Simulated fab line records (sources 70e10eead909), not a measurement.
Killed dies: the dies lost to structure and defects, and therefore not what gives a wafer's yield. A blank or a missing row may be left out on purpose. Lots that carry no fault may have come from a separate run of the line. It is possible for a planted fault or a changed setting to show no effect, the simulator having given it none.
The tool behind it: which one?    flow nand-harc    11 lots with 33 wafers sampled at 5 steps, on a route of 1159 steps

WHAT THE GAUGES SHOWED, per wafer
NHARC_END_SORT_01.
lot   measured      on         killed-dies
L658  day 20 05:43  prober-02  28 25 30
L659  day 20 12:40  prober-02  19 22 23
L663  day 21 00:21  prober-02  35 40 32
L662  day 21 10:20  prober-01  19 19 14
L667  day 21 17:17  prober-01  39 37 37
L666  day 21 10:22  prober-02  32 24 28
L677  day 24 14:53  prober-02  677 677 677
L674  day 23 17:20  prober-01  677 677 677
L680  day 25 05:44  prober-02  46 40 35
L678  day 25 06:47  prober-01  31 27 29
L679  day 24 23:53  prober-01  34 53 38

WHAT TOOL EACH LOT RAN ON (gives the tool, then ch and the chambers of the sampled wafers, and finally the start)
lot   NHARC_A_STAIRCASE_ETCH_170                     NHARC_A_STAIRCASE_TRIM_14           NHARC_A_STAIRCASE_TRIM_20           NHARC_A_STAIRCASE_ETCH_23
L658  rie-diel-02 ch 0,1, day 11 07:05 or earlier    rie-diel-02 ch 1,2, day 11 07:05    rie-diel-05 ch 2,3, day 11 08:01    rie-diel-05 ch 1,2, day 20 05:43 or earlier
L659  rie-diel-12 ch 0,1, day 11 11:18 or earlier    rie-diel-12 ch 0,2,3, day 11 11:18  rie-diel-12 ch 0,1,3, day 11 12:09  rie-diel-12 ch 0,2,3, day 20 12:40 or earlier
L663  rie-diel-12 ch 1,2,3, day 12 09:57 or earlier  rie-diel-12 ch 1,3, day 12 09:57    rie-diel-12 ch 0,2,3, day 12 10:44  rie-diel-12 ch 1,2, day 21 00:21 or earlier
L662  rie-diel-05 ch 0,2,3, day 12 13:52 or earlier  rie-diel-05 ch 1,2,3, day 12 13:52  rie-diel-05 ch 0,1,2, day 12 14:45  rie-diel-05 ch 0,1,2, day 21 10:20 or earlier
L667  rie-diel-02 ch 0,2,3, day 13 05:31 or earlier  rie-diel-02 ch 0,2, day 13 05:31    rie-diel-02 ch 2,3, day 13 07:07    rie-diel-02 ch 0,2, day 21 17:17 or earlier
L666  rie-diel-02 ch 0,3, day 13 05:19 or earlier    rie-diel-12 ch 0,1,2, day 13 05:19  rie-diel-12 ch 0,1,2, day 13 06:15  rie-diel-12 ch 1,2,3, day 21 10:22 or earlier
L677  rie-diel-02 ch 0,2, day 15 06:57 or earlier    rie-diel-02 ch 1,3, day 15 06:57    rie-diel-02 ch 2,3, day 15 07:48    rie-diel-02 ch 0,1, day 24 14:53 or earlier
L674  rie-diel-02 ch 2,3, day 15 07:11 or earlier    rie-diel-12 ch 1,3, day 15 07:11    rie-diel-12 ch 0,1,3, day 15 08:12  rie-diel-12 ch 0,1, day 23 17:20 or earlier
L680  rie-diel-02 ch 0,1,2, day 16 12:49 or earlier  rie-diel-12 ch 0,1,2, day 16 12:49  rie-diel-12 ch 0,1,3, day 16 13:36  rie-diel-12 ch 1,2,3, day 25 05:44 or earlier
L678  rie-diel-02 ch 0,1,2, day 16 18:08 or earlier  rie-diel-02 ch 0,2, day 16 18:08    rie-diel-12 ch 0,1,3, day 16 18:58  rie-diel-12 ch 1,3, day 25 06:47 or earlier
L679  rie-diel-12 ch 1,2,3, day 16 18:12 or earlier  rie-diel-05 ch 1,2, day 16 18:12    rie-diel-05 ch 2,3, day 16 19:01    rie-diel-05 ch 0,2,3, day 24 23:53 or earlier
- NHARC_A_STAIRCASE_ETCH_170: etches the open film in C4F6/O2, target depth 200 nm, time 66.667 s.
- NHARC_A_STAIRCASE_TRIM_14: chemistry O2, time 211.2 s.
- NHARC_A_STAIRCASE_TRIM_20: chemistry O2, time 211.2 s.
- NHARC_A_STAIRCASE_ETCH_23: etches the open film in C4F8/O2, target depth 100 nm, time 40.5 s.

THE ANSWER, worked out from the rows above alone
Rule: usual is defined by the lots themselves. The widest of any qualifying gaps counts: lots, ordered by their means at a reading, are off when they make up no more than a third of the lots, leave a main group of 4 or more, and stand apart from it by 3 or more times the standard deviation of that group's means. If all means in a main group match to the digits the tables above print for the reading, that group is not used. A lot without any number at a reading at which 4 lots or more have one is off too. The other lots that the step has rows for count as sound.
Off, at NHARC_END_SORT_01 on killed-dies: L677, L674. The main group has a mean of 31 with a standard deviation of 8.
A tool fits if, at a process step before that reading, it ran every lot that is off, and no sound lot after the first of them. Gauges at NHARC_END_SORT_01: tried the same way as those tools. Because NHARC_A_STAIRCASE_ETCH_170 lacks a start for some lots, the hours and order of its lots are taken from NHARC_A_STAIRCASE_TRIM_14. Because NHARC_A_STAIRCASE_ETCH_23 lacks a start for some lots, the hours and order of its lots are taken from NHARC_END_SORT_01. Of those tried, none fits.

WHAT THE SIMULATOR PUT IN
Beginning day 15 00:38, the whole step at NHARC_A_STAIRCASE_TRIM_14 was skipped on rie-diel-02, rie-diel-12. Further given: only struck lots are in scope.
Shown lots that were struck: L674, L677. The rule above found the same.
